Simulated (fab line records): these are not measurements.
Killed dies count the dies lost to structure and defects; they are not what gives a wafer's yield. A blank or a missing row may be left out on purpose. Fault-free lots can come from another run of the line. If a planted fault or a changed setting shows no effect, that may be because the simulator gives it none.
A struck lot beside a sound one | flow nand_harc | 15 steps out of a route of 1159
Sound: these wafers, L718.1, L718.3, L718.4. Struck: wafers L731.1, L731.4 (left out: L731.2, a lot-mate that was not struck); the cause follows at the end.
For every step that has rows: the tool of each side, followed by ch and its chambers, followed by its first start. Under that, the readings that differ: sound wafers | struck wafers | difference of the means | sigmas: that difference in standard deviations of wafers without a fault.
alike: readings with means less than 2 such deviations apart, plus words and numbers identical on both sides. not compared: withheld readings, readings lacking a value on some wafer, bounds such as >300 that could conceal the same value, and numbers that have no deviation in the record and whose values overlap.
A row with sigmas, a row that says differs or no value, or rows on one side alone: a step with any of these is where the two part. When numbers do not overlap yet have no deviation, they are printed without sigmas and do not part them. Lack of a reading on every wafer of one side parts them only where that side has two or more wafers.

NHARC_A_BLC_DESCUM_15: chemistry O2, time 3 s.
  sound on rie_diel-05 ch 1,2,3, day 17 12:28; struck on rie_diel-08 ch 1,3, day 20 06:01
  alike: drypump_motor_current_A, oes_product_au, rf_vpp_V, showerhead_plenum_p_Torr, throttle_valve_pct
  not compared: rf_hours_counter_h
NHARC_A_BLC_ETCH_16: etches the open film in CF4, target depth 39 nm, time 65 s.
  sound on rie_diel-05 ch 1,2,3, day 17 12:32; struck on rie_diel-08 ch 3, day 20 06:06
  alike: drypump_motor_current_A, oes_product_au, rf_vpp_V, showerhead_plenum_p_Torr, throttle_valve_pct
  not compared: rf_hours_counter_h
then, 1 step without rows for these wafers: NHARC_A_BLC_ETCH_17 (etches the open film in N2/H2, target depth 390 nm, time 609.38 s).
NHARC_A_BLC_ETCH_18: etches the open film in C4F8/O2/Ar, target depth 910 nm.
  sound on rie_diel-05 ch 1,2,3; struck on rie_diel-08 ch 1,3
  alike: oes_product_au, rf_vpp_V
  not compared: rf_hours_counter_h
NHARC_A_BLC_CD_MEAS_19:
  struck on cd_sem-01, day 20 07:08; sound on cd_sem-03, day 17 13:26
  alike: cd_nm
NHARC_A_BLC_STRIP_29: strips in CF4.
  sound on rie_diel-05 ch 0,1,3, day 17 13:30; struck on rie_diel-05 ch 2,3, day 20 07:13
  reading                | sound | struck | difference | sigmas
  rf_hours_counter_h (h) | 4 4 4 | 10 10  | +6         |
  alike: drypump_motor_current_A, oes_product_au, rf_vpp_V, showerhead_plenum_p_Torr, throttle_valve_pct
then, 2 steps without rows for these wafers: NHARC_A_BLC_STRIP_21 (strips in O2); NHARC_A_BLC_STRIP_22 (strips in post etch residue remover, time 600 s).
NHARC_A_BLC_DEGAS_30: time 60 s.
  struck on pvd_sputter-02, day 20 07:44; sound on pvd_sputter-03, day 17 14:02
  alike: heater_power_w
then, 3 steps without rows for these wafers: NHARC_A_BLC_PRE_CLEAN_31 (time 15 s); NHARC_A_BLC_PVD_32 (deposits Ti, target thk 5 nm, time 17.7 s); NHARC_A_BLC_ALD_23 (deposits TiN, target thk 3 nm, pulse time 1 s, ald cycles 150).
NHARC_A_BLC_CVD_24: deposits W, target thk 150 nm, time 434 s.
  sound on cvd_w-01 ch 0,1, day 17 14:38; struck on cvd_w-02 ch 1, day 20 08:11
  alike: heater_power_w, throttle_valve_pct
NHARC_A_BLC_CMP_25: polishes, t overpolish 30 s, target thk 150 nm.
  sound on cmp-03 ch 0,1,3, day 17 15:05; struck on cmp-03 ch 2,3, day 20 08:44
  reading                | sound          | struck    | difference | sigmas
  time_to_endpoint_s (s) | 35.4 28.6 32.7 | 14.3 16.6 | -16.8      | -6
  alike: motor_current_A, overpolish_run_s
then, 1 step without rows for these wafers: NHARC_END_SORT_01.

WHERE THEY PART
Only at NHARC_A_BLC_CMP_25, within this record.

WHY: what had been put in by the simulator
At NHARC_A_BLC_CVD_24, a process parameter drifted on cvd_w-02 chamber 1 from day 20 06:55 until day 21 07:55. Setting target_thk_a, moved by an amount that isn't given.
